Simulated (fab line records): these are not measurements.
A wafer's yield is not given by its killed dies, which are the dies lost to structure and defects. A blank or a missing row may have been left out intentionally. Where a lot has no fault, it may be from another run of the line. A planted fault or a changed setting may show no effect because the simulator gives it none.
Which of the tools did it? :: flow n5 finfet :: 36 wafers from 12 lots sampled at 4 of the route's 1938 steps

WHAT EACH GAUGE READ, for each wafer
N5_BEOL_M15_CD_MEAS_10: the cd target is 360 nm.
lot: L735
measured: day 11 04:55
on: cd sem-02
cd nm (nm): 362.6 359.5 360.2

lot: L733
measured: day 11 08:22
on: cd sem-02
cd nm (nm): 359.9 360.3 361.4

lot: L736
measured: day 11 20:22
on: cd sem-02
cd nm (nm): 360.3 359.9 359.1

lot: L734
measured: day 11 20:23
on: cd sem-01
cd nm (nm): 360.2 360.0 360.5

lot: L737
measured: day 11 20:34
on: cd sem-03
cd nm (nm): 358.7 359.8 361.0

lot: L739
measured: day 12 18:49
on: cd sem-01
cd nm (nm): 362.7 361.3 361.0

lot: L740
measured: day 13 09:20
on: cd sem-01
cd nm (nm): 360.9 361.0 362.8

lot: L742
measured: day 13 22:53
on: cd sem-02
cd nm (nm): 358.5 359.9 359.5

lot: L745
measured: day 14 06:20
on: cd sem-02
cd nm (nm): 363.1 361.2 361.0

lot: L746
measured: day 14 16:02
on: cd sem-03
cd nm (nm): 360.0 362.0 361.8

lot: L752
measured: day 16 14:46
on: cd sem-03
cd nm (nm): 360.6 361.0 362.1

lot: L754
measured: day 17 01:47
on: cd sem-02
cd nm (nm): 361.7 359.7 363.3

EACH LOT AND THE TOOL THAT RAN IT (in order: tool; ch and the chambers of the sampled wafers; start)
lot: L735
N5_BEOL_M14_PRE_CLEAN_42: pvd sputter-02, day 11 02:57
N5_BEOL_M14_CMP_49: cmp-01 ch 2,3, day 11 03:45
N5_BEOL_M15_COAT_04: litho track-02 ch 0, day 11 04:32

lot: L733
N5_BEOL_M14_PRE_CLEAN_42: pvd sputter-01, day 11 06:23
N5_BEOL_M14_CMP_49: cmp-04 ch 0,1, day 11 07:11
N5_BEOL_M15_COAT_04: litho track-01 ch 0, day 11 07:58

lot: L736
N5_BEOL_M14_PRE_CLEAN_42: pvd sputter-01, day 11 17:57
N5_BEOL_M14_CMP_49: cmp-01 ch 0,3, day 11 18:50
N5_BEOL_M15_COAT_04: litho track-02 ch 0, day 11 19:37

lot: L734
N5_BEOL_M14_PRE_CLEAN_42: pvd sputter-01, day 11 18:23
N5_BEOL_M14_CMP_49: cmp-01 ch 0,3, day 11 19:11
N5_BEOL_M15_COAT_04: litho track-02 ch 0, day 11 19:58

lot: L737
N5_BEOL_M14_PRE_CLEAN_42: pvd sputter-03, day 11 18:44
N5_BEOL_M14_CMP_49: cmp-01 ch 0,3, day 11 19:32
N5_BEOL_M15_COAT_04: litho track-01 ch 0, day 11 20:18

lot: L739
N5_BEOL_M14_PRE_CLEAN_42: pvd sputter-03, day 12 16:58
N5_BEOL_M14_CMP_49: cmp-01 ch 1,2,3, day 12 17:47
N5_BEOL_M15_COAT_04: litho track-01 ch 0, day 12 18:33

lot: L740
N5_BEOL_M14_PRE_CLEAN_42: pvd sputter-03, day 13 07:22
N5_BEOL_M14_CMP_49: cmp-02 ch 1,2,3, day 13 08:15
N5_BEOL_M15_COAT_04: litho track-01 ch 0, day 13 08:56

lot: L742
N5_BEOL_M14_PRE_CLEAN_42: pvd sputter-02, day 13 20:43
N5_BEOL_M14_CMP_49: cmp-01 ch 0,1,3, day 13 21:49
N5_BEOL_M15_COAT_04: litho track-01 ch 0, day 13 22:37

lot: L745
N5_BEOL_M14_PRE_CLEAN_42: pvd sputter-02, day 14 04:02
N5_BEOL_M14_CMP_49: cmp-01 ch 1,2,3, day 14 05:15
N5_BEOL_M15_COAT_04: litho track-02 ch 0, day 14 05:57

lot: L746
N5_BEOL_M14_PRE_CLEAN_42: pvd sputter-03, day 14 13:50
N5_BEOL_M14_CMP_49: cmp-02 ch 2,3, day 14 14:54
N5_BEOL_M15_COAT_04: litho track-01 ch 0, day 14 15:38

lot: L752
N5_BEOL_M14_PRE_CLEAN_42: pvd sputter-01, day 16 12:48
N5_BEOL_M14_CMP_49: cmp-01 ch 0,2,3, day 16 13:41
N5_BEOL_M15_COAT_04: litho track-02 ch 0, day 16 14:23

lot: L754
N5_BEOL_M14_PRE_CLEAN_42: pvd sputter-03, day 16 23:32
N5_BEOL_M14_CMP_49: cmp-01 ch 0,1,2, day 17 00:37
N5_BEOL_M15_COAT_04: litho track-02 ch 0, day 17 01:23
- N5_BEOL_M14_PRE_CLEAN_42: time 30 s.
- N5_BEOL_M14_CMP_49: polishes, stops on SiO2, t overpolish 5.2 s, target thk 560 nm.
- N5_BEOL_M15_COAT_04: resist thk 800 nm.

AS READ BY THE TOOLS THEMSELVES (means over the sampled wafers that have a number; for cases with no such wafer, the mark the record gives instead)
N5_BEOL_M14_PRE_CLEAN_42.
lot: L735
tool: pvd sputter-02
heater power w (W): 479

lot: L733
tool: pvd sputter-01
heater power w (W): 450

lot: L736
tool: pvd sputter-01
heater power w (W): 454

lot: L734
tool: pvd sputter-01
heater power w (W): 503

lot: L737
tool: pvd sputter-03
heater power w (W): 475

lot: L739
tool: pvd sputter-03
heater power w (W): 457

lot: L740
tool: pvd sputter-03
heater power w (W): 464

lot: L742
tool: pvd sputter-02
heater power w (W): 488

lot: L745
tool: pvd sputter-02
heater power w (W): 474

lot: L746
tool: pvd sputter-03
heater power w (W): 470

lot: L752
tool: pvd sputter-01
heater power w (W): 513

lot: L754
tool: pvd sputter-03
heater power w (W): 464

N5_BEOL_M14_CMP_49.
lot: L735
tool: cmp-01
barrier field endpoint s (s): 11.26
motor current A (A): 7.6
overpolish run s (s): 5.207
time to endpoint s (s): 124

lot: L733
tool: cmp-04
barrier field endpoint s (s): 10.98
motor current A (A): 7.9
overpolish run s (s): 5.206
time to endpoint s (s): 118

lot: L736
tool: cmp-01
barrier field endpoint s (s): 11.17
motor current A (A): 8.0
overpolish run s (s): 5.205
time to endpoint s (s): 119

lot: L734
tool: cmp-01
barrier field endpoint s (s): 11.54
motor current A (A): 8.2
overpolish run s (s): 5.193
time to endpoint s (s): 120

lot: L737
tool: cmp-01
barrier field endpoint s (s): 11.70
motor current A (A): 8.2
overpolish run s (s): 5.200
time to endpoint s (s): 127

lot: L739
tool: cmp-01
barrier field endpoint s (s): 11.45
motor current A (A): 8.3
overpolish run s (s): 5.202
time to endpoint s (s): 121

lot: L740
tool: cmp-02
barrier field endpoint s (s): 11.36
motor current A (A): 7.9
overpolish run s (s): 5.205
time to endpoint s (s): 120

lot: L742
tool: cmp-01
barrier field endpoint s (s): 11.50
motor current A (A): 8.3
overpolish run s (s): 5.195
time to endpoint s (s): 123

lot: L745
tool: cmp-01
barrier field endpoint s (s): 11.59
motor current A (A): 7.9
overpolish run s (s): 5.205
time to endpoint s (s): 125

lot: L746
tool: cmp-02
barrier field endpoint s (s): 11.12
motor current A (A): 7.6
overpolish run s (s): 5.198
time to endpoint s (s): 116

lot: L752
tool: cmp-01
barrier field endpoint s (s): 11.49
motor current A (A): 7.7
overpolish run s (s): 5.200
time to endpoint s (s): 121

lot: L754
tool: cmp-01
barrier field endpoint s (s): 11.45
motor current A (A): 8.3
overpolish run s (s): 5.204
time to endpoint s (s): 123

N5_BEOL_M15_COAT_04.
lot: L735
tool: litho track-02
chill plate temp C (C): 23.04
resist line temp C (C): 23.06
spin speed rpm (rpm): 1703.8

lot: L733
tool: litho track-01
chill plate temp C (C): 22.97
resist line temp C (C): 23.16
spin speed rpm (rpm): 1705.1

lot: L736
tool: litho track-02
chill plate temp C (C): 22.80
resist line temp C (C): 22.94
spin speed rpm (rpm): 1704.1

lot: L734
tool: litho track-02
chill plate temp C (C): 23.02
resist line temp C (C): 23.16
spin speed rpm (rpm): 1703.7

lot: L737
tool: litho track-01
chill plate temp C (C): 22.97
resist line temp C (C): 23.04
spin speed rpm (rpm): 1704.4

lot: L739
tool: litho track-01
chill plate temp C (C): 23.07
resist line temp C (C): 22.97
spin speed rpm (rpm): 1703.6

lot: L740
tool: litho track-01
chill plate temp C (C): 23.01
resist line temp C (C): 23.08
spin speed rpm (rpm): 1704.2

lot: L742
tool: litho track-01
chill plate temp C (C): 23.05
resist line temp C (C): 23.01
spin speed rpm (rpm): 1705.0

lot: L745
tool: litho track-02
chill plate temp C (C): 23.08
resist line temp C (C): 22.95
spin speed rpm (rpm): 1705.6

lot: L746
tool: litho track-01
chill plate temp C (C): 23.09
resist line temp C (C): 23.08
spin speed rpm (rpm): 1703.8

lot: L752
tool: litho track-02
chill plate temp C (C): 23.01
resist line temp C (C): 22.96
spin speed rpm (rpm): 1843.2

lot: L754
tool: litho track-02
chill plate temp C (C): 23.09
resist line temp C (C): 22.92
spin speed rpm (rpm): 1843.5

THE ANSWER, worked out from the rows above alone
Rule: the usual values come from the lots themselves. Put in order of their means at a reading, lots are off if they are a third of the lots or fewer, leave a main group of 4 or more, and stand apart from it by a gap of 3 or more times the standard deviation of the main group's means; of several such gaps the widest counts. A main group is skipped when, at the precision printed for the reading in the tables above, its means are all equal. Also off: a lot with no number at a reading for which 4 or more lots have one. Where the step has rows for the other lots, those lots are counted as sound. Order of review: gauges by route order, followed by the tools' own readings, for which a lot's mean as printed above is used. The first step at which some lot is off is used, and at that step the reading that is off furthest; a lot without a number counts as furthest.
Off: L752, L754 (N5_BEOL_M15_COAT_04, spin speed rpm). Mean 1704.3 rpm and standard deviation 0.65 in the main group.
A tool fits if, at that step or a process step before it, it ran every lot that is off, and no sound lot after the first of them. Can't be told from this: 2 tools fit, cmp-01 at N5_BEOL_M14_CMP_49, litho track-02 at N5_BEOL_M15_COAT_04.

WHAT THE SIMULATOR PUT IN
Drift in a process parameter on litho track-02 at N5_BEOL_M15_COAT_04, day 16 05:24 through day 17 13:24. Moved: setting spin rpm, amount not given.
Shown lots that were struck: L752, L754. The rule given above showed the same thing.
